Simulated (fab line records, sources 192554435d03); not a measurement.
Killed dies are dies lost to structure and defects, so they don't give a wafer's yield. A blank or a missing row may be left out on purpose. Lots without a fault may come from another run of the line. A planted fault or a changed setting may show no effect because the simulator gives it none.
Split-lot experiment | flow n5_finfet | 7 lots, 21 wafers read, on a route of 1938 steps

THE SPLIT
At N5_BEOL_M15_PEB_26 (peb time 90 s), the setting peb_temp_c was moved away from the recipe's 130 C on 7 of the 21 wafers read, by -2.8% to +2.5%. The other wafers ran this setting at the recipe's value.

FROM THE SPLIT TO THE READING: what the file shows between them, 2 steps
- N5_BEOL_M15_DEVELOP_27: develop time 45 s
- N5_BEOL_M15_HARDBAKE_32: time 120 s

THE READING
cd_nm, in nm, at N5_BEOL_M15_CD_MEAS_28 (target cd 407.6 nm). Fault-free wafers of this fab line usually give 408.7 nm, standard deviation 1.5 nm.

wafer  | tool, chamber at the split | peb_temp_c as run, C | against the recipe | cd_nm, nm | against lot-mates on the recipe
L078.3 | litho_track-04, 0          | 130                  | recipe             | 410.3     | -
L078.4 | litho_track-04, 0          | 126.3                | -2.8%              | 391.8     | -18.5
L078.6 | litho_track-04, 0          | 126.3                | -2.8%              | 389.8     | -20.5
L080.1 | litho_track-01, 0          | 130                  | recipe             | 406.1     | -
L080.2 | litho_track-01, 0          | 132.6                | +2.0%              | 418.1     | +11.6
L080.6 | litho_track-01, 0          | 130                  | recipe             | 407.0     | -
L082.1 | litho_track-01, 0          | 130                  | recipe             | 408.8     | -
L082.3 | litho_track-01, 0          | 130                  | recipe             | 408.7     | -
L082.6 | litho_track-01, 0          | 130                  | recipe             | 409.2     | -
L084.2 | litho_track-01, 0          | 130                  | recipe             | 410.7     | -
L084.3 | litho_track-01, 0          | 130                  | recipe             | 411.2     | -
L084.4 | litho_track-01, 0          | 131                  | +0.8%              | 413.9     | +2.9
L087.2 | litho_track-01, 0          | 130                  | recipe             | 411.1     | -
L087.3 | litho_track-01, 0          | 130                  | recipe             | 409.9     | -
L087.6 | litho_track-01, 0          | 130                  | recipe             | 410.2     | -
L094.2 | litho_track-04, 0          | 133.2                | +2.5%              | 422.2     | +13.5
L094.3 | litho_track-04, 0          | 130                  | recipe             | 408.3     | -
L094.5 | litho_track-04, 0          | 130                  | recipe             | 409.1     | -
L093.1 | litho_track-01, 0          | 132.3                | +1.8%              | 418.8     | +10.2
L093.3 | litho_track-01, 0          | 132.3                | +1.8%              | 420.2     | +11.6
L093.6 | litho_track-01, 0          | 130                  | recipe             | 408.6     | -

THE FIT
A straight line over all 21 wafers: cd_nm changes by +5.91 nm for each +1% of peb_temp_c; r = +0.98; the points scatter about the line by 1.5 nm.
The same after taking each lot's own level away (the mean of its wafers on the recipe; 21 wafers): +6.33 nm for each +1%; r = +0.99; scatter 0.89 nm.
On that fit, the largest move of peb_temp_c shifts the reading by 18 nm.
The lots' own levels span 406.55 to 410.95 nm, that is 2.9 times the standard deviation above.
So the lot-to-lot level changes the slope little: the two slopes agree.
Check: with one of the wafers moved furthest among these (-2.8%) left out of the fit, the line predicts -18.4 nm for it against its lot-mates. It came out at -18.5 nm against them.

OTHER SPLITS ON THESE WAFERS
These wafers also went through other splits before the reading. Each is held against what the fit with the lots' levels taken away leaves over:
other split on the same wafers | wafers away from the commonest value | r with cd_nm (lot level and that fit taken away)
N5_BEOL_M14_EXPOSE_07 dose_mj  | 4                                    | -0.37

THE WHOLE CHAIN: every reading that the file lists as answering this split, in the file's order
step                       | what it does                                                  | reading                                                         | change (the file's fit)              | r (the file's)
N5_BEOL_M15_CD_MEAS_28     | target cd 407.6 nm                                            | cd_nm                                                           | +6.1 nm for each +1% of the setting  | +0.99
N5_BEOL_M15_DESCUM_33      | chemistry O2, time 7.9 s                                      | BEOL_M15.cd_nm (the simulator's own value, which no gauge read) | +5.95 nm for each +1% of the setting | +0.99
N5_BEOL_M15_TRENCH_ETCH_34 | etches SiO2 in C4F8/O2/Ar, target depth 872.93 nm, time 199 s | BEOL_M15.cd_nm (the simulator's own value, which no gauge read) | +6.15 nm for each +1% of the setting | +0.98
N5_BEOL_M15_ETCH_38        | etches SiCN in CF4/N2, target depth 106.4 nm, time 120.5 s    | BEOL_M15.cd_nm (the simulator's own value, which no gauge read) | +6.14 nm for each +1% of the setting | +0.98

THE FILE'S OWN FIT
cd_nm changes by +6.1 nm for each +1% of peb_temp_c, r = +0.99.
